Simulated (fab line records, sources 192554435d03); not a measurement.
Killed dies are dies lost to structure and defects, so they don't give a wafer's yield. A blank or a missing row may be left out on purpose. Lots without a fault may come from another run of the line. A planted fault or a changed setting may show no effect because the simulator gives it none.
Which tool did it? | flow n5_finfet | 10 lots, 30 wafers sampled, at 5 steps of a route of 1938

WHAT THE GAUGES READ, wafer by wafer
N5_BEOL_M6_INSPECT_13: inspects for defects (brightfield).
lot  | measured     | on                | raw_defect_count
L465 | day 8 09:54  | defect_inspect-02 | 488 258 434
L471 | day 10 04:47 | defect_inspect-01 | 339 414 356
L468 | day 10 06:06 | defect_inspect-01 | 406 360 375
L470 | day 10 10:04 | defect_inspect-01 | 280 326 351
L473 | day 10 11:26 | defect_inspect-02 | 378 343 387
L479 | day 12 09:55 | defect_inspect-02 | 377 454 1173
L483 | day 13 11:05 | defect_inspect-01 | 389 325 461
L484 | day 13 15:31 | defect_inspect-02 | 326 240 319
L485 | day 14 02:07 | defect_inspect-02 | 491 460 333
L486 | day 14 10:37 | defect_inspect-02 | 270 394 327

N5_BEOL_M6_CD_MEAS_18: pitch 80 nm, target cd 40 nm.
lot  | measured     | on        | cd_nm (nm)
L465 | day 8 10:30  | cd_sem-02 | 40.6 40.0 40.2
L471 | day 10 05:50 | cd_sem-02 | 40.5 40.7 40.0
L468 | day 10 06:36 | cd_sem-03 | 39.6 40.9 41.4
L470 | day 10 10:59 | cd_sem-01 | 39.8 39.2 38.7
L473 | day 10 11:55 | cd_sem-02 | 40.0 41.6 41.0
L479 | day 12 10:24 | cd_sem-01 | 38.3 40.7 39.2
L483 | day 13 11:55 | cd_sem-02 | 40.3 40.8 39.7
L484 | day 13 16:01 | cd_sem-01 | 40.5 39.2 39.8
L485 | day 14 03:00 | cd_sem-01 | 40.8 41.2 40.7
L486 | day 14 11:08 | cd_sem-03 | 39.9 38.2 40.0

WHICH TOOL RAN EACH LOT (tool, then ch and the chambers of the sampled wafers, then the start)
lot  | N5_BEOL_M5_PRE_CLEAN_77          | N5_BEOL_M6_HM_DEP_02         | N5_BEOL_M6_ETCH_61
L465 | cvd_co-02 ch 0,1,2, day 8 06:34  | pvd_sputter-03, day 8 09:21  | rie_diel-03 ch 0,1, day 8 10:04
L471 | cvd_co-02 ch 0,1,2, day 10 00:17 | pvd_sputter-01, day 10 04:14 | rie_diel-04 ch 0,1,3, day 10 05:19
L468 | cvd_co-02 ch 1,2, day 10 01:35   | pvd_sputter-03, day 10 05:33 | rie_diel-02 ch 0,2,3, day 10 06:10
L470 | cvd_co-02 ch 0,1,2, day 10 06:08 | pvd_sputter-01, day 10 09:38 | rie_diel-03 ch 0,2,3, day 10 10:33
L473 | cvd_co-01 ch 0,1, day 10 09:37   | pvd_sputter-02, day 10 10:53 | rie_diel-03 ch 0,1, day 10 11:30
L479 | cvd_co-02 ch 1,2, day 12 07:52   | pvd_sputter-01, day 12 09:22 | rie_diel-04 ch 0,1,3, day 12 09:59
L483 | cvd_co-02 ch 0,1,2, day 13 07:20 | pvd_sputter-03, day 13 10:32 | rie_diel-02 ch 0,2,3, day 13 11:16
L484 | cvd_co-02 ch 0,1,2, day 13 13:24 | pvd_sputter-03, day 13 14:58 | rie_diel-03 ch 1,3, day 13 15:35
L485 | cvd_co-02 ch 1,2, day 13 23:14   | pvd_sputter-03, day 14 01:42 | rie_diel-03 ch 0,1, day 14 02:29
L486 | cvd_co-01 ch 0,1,2, day 14 07:49 | pvd_sputter-03, day 14 10:11 | rie_diel-03 ch 0,2,3, day 14 10:41
- N5_BEOL_M5_PRE_CLEAN_77: time 15 s.
- N5_BEOL_M6_HM_DEP_02: deposits TiN, target thk 20 nm.
- N5_BEOL_M6_ETCH_61: etches SiARC in CF4, target depth 45.5 nm, time 75.8 s.

WHAT THE TOOLS THEMSELVES READ (means of the sampled wafers that have a number; where no wafer has one, the mark that the record gives instead)
N5_BEOL_M5_PRE_CLEAN_77.
lot  | tool      | heater_power_w (W)
L465 | cvd_co-02 | 80
L471 | cvd_co-02 | 80
L468 | cvd_co-02 | 79
L470 | cvd_co-02 | 81
L473 | cvd_co-01 | 92
L479 | cvd_co-02 | 80
L483 | cvd_co-02 | 80
L484 | cvd_co-02 | 81
L485 | cvd_co-02 | 87
L486 | cvd_co-01 | 88

N5_BEOL_M6_HM_DEP_02.
lot  | tool           | throttle_valve_pct (%)
L465 | pvd_sputter-03 | 29.0
L471 | pvd_sputter-01 | 29.8
L468 | pvd_sputter-03 | 29.7
L470 | pvd_sputter-01 | 31.2
L473 | pvd_sputter-02 | 30.7
L479 | pvd_sputter-01 | 29.9
L483 | pvd_sputter-03 | 29.5
L484 | pvd_sputter-03 | 29.1
L485 | pvd_sputter-03 | 29.7
L486 | pvd_sputter-03 | 29.7

N5_BEOL_M6_ETCH_61.
lot  | tool        | bias_w (W) | drypump_motor_current_A (A) | etch_rf_on_time_s (s) | oes_product_au (a.u.) | rf_vpp_V (V) | showerhead_plenum_p_Torr (Torr) | throttle_valve_pct (%)
L465 | rie_diel-03 | 35.94      | 5.5                         | 74.4                  | 0.66                  | 184.1        | 2.14                            | 15.45
L471 | rie_diel-04 | 36.00      | 6.5                         | 74.9                  | 0.78                  | 184.0        | 2.18                            | 15.45
L468 | rie_diel-02 | 36.00      | 5.4                         | 75.1                  | 0.61                  | 182.6        | 2.12                            | 15.72
L470 | rie_diel-03 | 36.01      | 5.6                         | 74.9                  | 0.70                  | 185.4        | 2.18                            | 15.44
L473 | rie_diel-03 | 36.08      | 5.4                         | 76.1                  | 0.67                  | 183.7        | 2.15                            | 15.45
L479 | rie_diel-04 | 35.95      | 6.5                         | 74.3                  | 0.75                  | 184.1        | 2.17                            | 15.48
L483 | rie_diel-02 | 35.94      | 5.4                         | 74.8                  | 0.67                  | 182.8        | 2.11                            | 15.60
L484 | rie_diel-03 | 36.05      | 5.4                         | 75.7                  | 0.70                  | 185.0        | 2.19                            | 15.46
L485 | rie_diel-03 | 36.00      | 5.4                         | 75.1                  | 0.65                  | 184.1        | 2.14                            | 15.49
L486 | rie_diel-03 | 36.00      | 5.6                         | 74.0                  | 0.67                  | 184.2        | 2.17                            | 15.51

THE ANSWER, worked out from the rows above alone
Rule: what is usual is taken from the lots themselves. Put in order of their means at a reading, lots are off if they are a third of the lots or fewer, leave a main group of 4 or more, and stand apart from it by a gap of 3 or more times the standard deviation of the main group's means; of several such gaps the widest counts. A main group whose means are all the same, to the digits that the tables above print for the reading, isn't used. A lot without any number at a reading at which 4 lots or more have one is off too. The other lots that the step has rows for count as sound. The gauges are gone through in route order, then the tools' own readings, and for those a lot's mean is taken as printed above. The first step at which some lot is off is used, and at that step the reading that is off furthest; a lot without a number counts as furthest.
Off: L479, at N5_BEOL_M6_INSPECT_13 (raw_defect_count). The main group: mean 364, standard deviation 39.
A tool fits if, at a process step before that reading, it ran every lot that is off, and no sound lot after the first of them. The gauges at N5_BEOL_M6_INSPECT_13 aren't tried: what is off there is off at N5_BEOL_M6_ETCH_61 too, on other tools, and a gauge's error can't cause that. One fits: pvd_sputter-01 at N5_BEOL_M6_HM_DEP_02. Its last sound lot is L470 (day 10 09:38), its first lot that is off L479 (day 12 09:22): a fault that began between those two fits.

WHAT THE SIMULATOR HAD PUT IN
Chamber particle source: pvd_sputter-01, from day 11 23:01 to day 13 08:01, at N5_BEOL_M6_HM_DEP_02. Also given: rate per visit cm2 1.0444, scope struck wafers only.
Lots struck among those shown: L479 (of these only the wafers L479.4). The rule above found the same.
